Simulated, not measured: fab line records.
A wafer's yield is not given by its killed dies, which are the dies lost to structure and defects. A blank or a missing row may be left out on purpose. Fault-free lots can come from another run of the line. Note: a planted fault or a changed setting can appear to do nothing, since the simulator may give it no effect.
What tool caused it?	flow nand_harc	route of 1159 steps, sampled at 1 step: 24 lots, 72 wafers

## WHAT THE GAUGES SHOWED, per wafer
NHARC_A_CONTACT_OVL_MEAS_70.
lot	measured	on	overlay_x_nm (nm)	overlay_y_nm (nm)
L074	day 16 09:53	overlay-02	-0.4 -0.5 -0.2	-1.0 -0.9 -0.5
L077	day 16 23:01	overlay-01	0.1 0.0 -0.3	0.8 0.9 0.1
L075	day 16 23:27	overlay-02	0.5 0.3 0.7	-0.3 0.0 0.0
L079	day 17 02:41	overlay-01	-0.6 -0.4 -0.4	1.5 1.1 1.1
L078	day 17 03:19	overlay-01	0.7 0.1 0.2	-0.6 -1.0 -1.0
L076	day 17 05:37	overlay-01	0.5 0.4 0.2	0.0 0.1 -0.6
L080	day 18 07:38	overlay-01	-0.3 -0.7 -0.5	-0.6 -0.5 -0.2
L082	day 18 16:28	overlay-01	0.6 -0.1 0.6	-0.5 -0.2 0.3
L081	day 18 19:17	overlay-02	0.2 0.8 0.9	0.3 0.1 0.8
L083	day 18 23:12	overlay-01	-0.9 -1.0 -0.9	-0.6 0.0 0.1
L086	day 19 08:32	overlay-02	-2.6 -1.9 -1.6	-0.7 -0.3 -1.0
L084	day 19 09:32	overlay-02	0.1 -0.2 0.3	0.2 -0.3 0.2
L085	day 19 12:04	overlay-01	0.0 -0.5 -0.3	0.0 -0.6 -0.4
L089	day 20 12:42	overlay-01	0.1 -0.4 0.2	0.9 0.5 0.5
L087	day 20 12:57	overlay-01	-0.1 0.2 0.3	0.3 0.4 0.0
L091	day 20 16:16	overlay-01	-0.3 -0.3 -0.9	0.2 0.1 0.4
L090	day 20 17:59	overlay-01	-0.3 0.5 -0.4	-0.6 -0.6 -0.8
L088	day 20 23:19	overlay-02	-0.1 -0.3 -0.2	-0.2 -0.3 -0.4
L093	day 21 04:25	overlay-02	0.0 0.6 0.1	-1.7 -1.5 -2.0
L095	day 21 06:36	overlay-02	-0.2 -0.2 0.1	0.5 0.9 0.5
L094	day 21 12:13	overlay-02	0.1 -0.1 0.7	-0.1 -0.1 0.2
L092	day 22 00:00	overlay-01	0.9 0.7 -0.1	0.4 0.1 0.2
L097	day 22 05:11	overlay-02	0.1 0.0 -0.1	1.7 1.3 1.4
L096	day 22 07:10	overlay-02	-0.8 -0.6 -0.3	-0.4 -0.6 0.0

## TOOL THAT RAN EACH LOT (tool first, then ch and the chambers of the sampled wafers, then the start)
The record holds no process step before these readings.

## AS READ BY THE TOOLS THEMSELVES (means over the sampled wafers that have a number; for cases with no such wafer, the mark the record gives instead)
The record holds no such reading with a usual standard deviation.

## THE ANSWER, worked out from the rows above alone
Rule: the usual values come from the lots themselves. Put in order of their means at a reading, lots are off if they are a third of the lots or fewer, leave a main group of 4 or more, and stand apart from it by a gap of 3 or more times the standard deviation of the main group's means; of several such gaps the widest counts. Not used: any main group whose means are identical at the precision the tables above print for the reading. A lot without any number at a reading at which 4 lots or more have one is off too. The other lots that the step has rows for count as sound. After the gauges, taken in route order, come the tools' own readings; for these a lot's mean is taken, as printed above. At the first step where some lot is off, the reading lying furthest off is the one used; lots without a number count as furthest.
Across all readings shown, no lot is off: no conclusion can be drawn from this.

## WHAT THE SIMULATOR PUT IN
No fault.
